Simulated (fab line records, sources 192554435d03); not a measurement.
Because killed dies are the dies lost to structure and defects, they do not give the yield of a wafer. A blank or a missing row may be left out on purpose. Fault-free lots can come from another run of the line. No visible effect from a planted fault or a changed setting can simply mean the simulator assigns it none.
Split-lot study	flow n5-finfet	route with 1938 steps; 7 lots, 21 wafers read

## THE SPLIT ITSELF
At N5_MOL_CONTACT_COAG_COAT_75 (time 60 s, resist thk 60 nm), the setting spin-rpm was moved away from the recipe's 1500 rpm on 6 of the 21 wafers read, by -3.1% to +10.9%. For the rest of the wafers, this setting stayed at what the recipe calls for.

## FROM THE SPLIT TO THE READING: what the file shows between them, 7 steps
- N5_MOL_CONTACT_COAG_COAT_76: time 60 s, resist thk 10 nm
- N5_MOL_CONTACT_COAG_COAT_77: time 60 s, resist thk 10 nm
- N5_MOL_CONTACT_COAG_ALD_131: deposits SiO2, target thk 5 nm, pulse time 1 s, co reactant pulse time 1 s
- N5_MOL_CONTACT_COAG_ETCHBACK_132: etches SiO2 in CHF3, target depth 10 nm, time 6.7 s
- N5_MOL_CONTACT_COAG_ETCH_91: etches SOC in N2/H2, target depth 60 nm, overetch 21 nm, time 101.2 s
- N5_MOL_CONTACT_COAG_STRIP_92: strips in N2/H2
- N5_MOL_CONTACT_COAG_STRIP_93: strips in N2/H2

## THE READING
SOC_of_MOL_CONTACT_COAG_COAT_75.thk-nm (the simulator's own value, which no gauge read), in nm, at N5_MOL_CONTACT_COAG_ETCHBACK_135 (etches SiO2 in CHF3, target depth 25 nm, time 16.7 s). The file does not state a usual value for it. Across the 15 wafers here that went through the recipe, the average is 57.3 nm and the standard deviation 0.14 nm.

wafer	tool, chamber at the split	spin-rpm as run, rpm	against the recipe	SOC_of_MOL_CONTACT_COAG_COAT_75.thk-nm, nm	against lot-mates on the recipe
L085.1	litho-track-01, 0	1664	+10.9%	54.2	-3.2
L085.2	litho-track-01, 0	1500	recipe	57.4	-
L085.6	litho-track-01, 0	1500	recipe	57.4	-
L086.1	litho-track-04, 0	1454	-3.1%	58.6	+1.0
L086.2	litho-track-04, 0	1454	-3.1%	58.4	+0.8
L086.5	litho-track-04, 0	1500	recipe	57.6	-
L088.1	litho-track-04, 0	1500	recipe	57.4	-
L088.3	litho-track-04, 0	1500	recipe	57.4	-
L088.2	litho-track-04, 0	1500	recipe	57.2	-
L090.1	litho-track-04, 0	1500	recipe	57.4	-
L090.2	litho-track-04, 0	1500	recipe	57.4	-
L090.3	litho-track-04, 0	1500	recipe	57.2	-
L091.3	litho-track-01, 0	1500	recipe	57	-
L091.4	litho-track-01, 0	1555	+3.7%	56	-1.0
L091.6	litho-track-01, 0	1555	+3.7%	56.2	-0.8
L094.2	litho-track-04, 0	1500	recipe	57.4	-
L094.5	litho-track-04, 0	1500	recipe	57.4	-
L094.6	litho-track-04, 0	1500	recipe	57.4	-
L096.3	litho-track-01, 0	1500	recipe	57.2	-
L096.4	litho-track-01, 0	1500	recipe	57.2	-
L096.5	litho-track-01, 0	1630	+8.7%	54.8	-2.4

FIT RESULTS
A straight line over all 21 wafers: SOC_of_MOL_CONTACT_COAG_COAT_75.thk-nm changes by -0.303 nm for each +1% of spin-rpm; r = -0.99; the points scatter about the line by 0.16 nm.
The same after taking each lot's own level away (the mean of its wafers on the recipe; 21 wafers): -0.284 nm for each +1%; r = -1.00; scatter 0.087 nm.
That fit puts the effect of the largest move of spin-rpm on the reading at 3.1 nm.
From 57.00 to 57.60 nm: that is the span of the lots' own levels, equal to 4.3 times the standard deviation above.
Consequently the slope shifts little with the lot-to-lot level, the two slopes agreeing.
Check: -2.98 nm against its lot-mates is what the line predicts for one of the wafers moved furthest among these (+10.9%) when that wafer is left out of the fit. It came out at -3.2 nm against them.

## FURTHER SPLITS ON THESE WAFERS
Other splits were also applied to these wafers ahead of the reading. Each is held against what the fit with the lots' levels taken away leaves over:
other split on the same wafers	wafers away from the commonest value	r with SOC_of_MOL_CONTACT_COAG_COAT_75.thk-nm (lot level and that fit taken away)
N5_GATE_CUT_CUT_ETCH_54 icp-w	4	-0.48
N5_MOL_CONTACT_COAG_ALD_27 ald-cycles	5	+0.23

## THE WHOLE CHAIN: every reading that the file lists as answering this split, in the file's order
step	what it does	reading	change (the file's fit)	r (the file's)
N5_MOL_CONTACT_COAG_COAT_75	time 60 s, resist thk 60 nm	SOC_of_MOL_CONTACT_COAG_COAT_75.thk-nm (the simulator's own value, which no gauge read)	-0.298 nm for each +1% of the setting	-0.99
N5_MOL_CONTACT_COAG_ETCH_91	etches SOC in N2/H2, target depth 60 nm, overetch 21 nm, time 101.2 s	etch.depth-nm (the simulator's own value, which no gauge read)	-0.292 nm for each +1% of the setting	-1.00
N5_MOL_CONTACT_COAG_ETCHBACK_135	etches SiO2 in CHF3, target depth 25 nm, time 16.7 s	SOC_of_MOL_CONTACT_COAG_COAT_75.thk-nm (the simulator's own value, which no gauge read)	-0.284 nm for each +1% of the setting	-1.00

## THE FILE'S OWN FIT
SOC_of_MOL_CONTACT_COAG_COAT_75.thk-nm changes by -0.284 nm for each +1% of spin-rpm, r = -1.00.
